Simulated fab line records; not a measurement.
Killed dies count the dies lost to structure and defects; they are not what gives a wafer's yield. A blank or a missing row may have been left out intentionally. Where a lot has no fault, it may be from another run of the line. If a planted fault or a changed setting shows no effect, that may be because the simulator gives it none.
Chamber matching | flow nandHarc | 4 sister chambers for NHARC_A_CHANNEL_FILL_D1_ALD_14 on aldHk-04
The step deposits SiO2, target thk 2.5 nm, pulse time 10 s, ald cycles 25. 8 wafers are shown with their chamber, then 9 later ones without.

== WAFERS, EACH WITH ITS CHAMBER ==
wafer  | chamber | heaterPowerW (W) | susceptorTempC (C)
L078.5 | 2       | 562              | 299.82
L083.5 | 3       | 487              | 299.84
L089.1 | 3       | 498              | 300.25
L089.5 | 2       | 537              | 299.95
L089.6 | 1       | 454              | 299.97
L091.4 | 0       | 497              | 299.85
L091.5 | 0       | 479              | 300.12
L091.6 | 1       | 456              | 300.15

== WAFERS WITHOUT THEIR CHAMBER ==
wafer  | heaterPowerW (W) | susceptorTempC (C)
L093.2 | 476              | 300.16
L093.5 | 501              | 300.16
L093.6 | 505              | 300.51
L096.1 | 473              | 299.95
L096.4 | 509              | 299.91
L096.6 | 559              | 300.15
L097.2 | 504              | 299.92
L097.3 | 542              | 299.98
L097.4 | 475              | 299.97

== WHICH CHAMBER EACH WENT THROUGH ==
wafer  | from the rows above          | in truth
L093.2 | can't be placed: 0 or 3 or 1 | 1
L093.5 | can't be placed: 3 or 0      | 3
L093.6 | can't be placed: 3 or 0      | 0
L096.1 | can't be placed: 0 or 1 or 3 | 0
L096.4 | can't be placed: 3 or 0 or 2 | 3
L096.6 | 2                            | 2
L097.2 | can't be placed: 3 or 0      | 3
L097.3 | 2                            | 2
L097.4 | can't be placed: 0 or 3 or 1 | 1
Correctly placed: 2 of 9. These rows do not allow placing 7 (true chamber among the candidates in 7). 0 placed wrongly.
How it was worked out, from the rows above alone: a wafer's distance from a chamber is the root of the sum, over the readings, of the square of ((its reading less the chamber's mean) divided by the reading's scatter). If the next closest chamber is less than 2 further off than the closest, the wafer can't be placed; otherwise it belongs to the closest. For every chamber, the mean is computed from those of its wafers that are shown. The scatter is the square root of a quotient: the sum, over the shown wafers, of each reading's squared deviation from its chamber's mean, divided by wafers minus chambers.
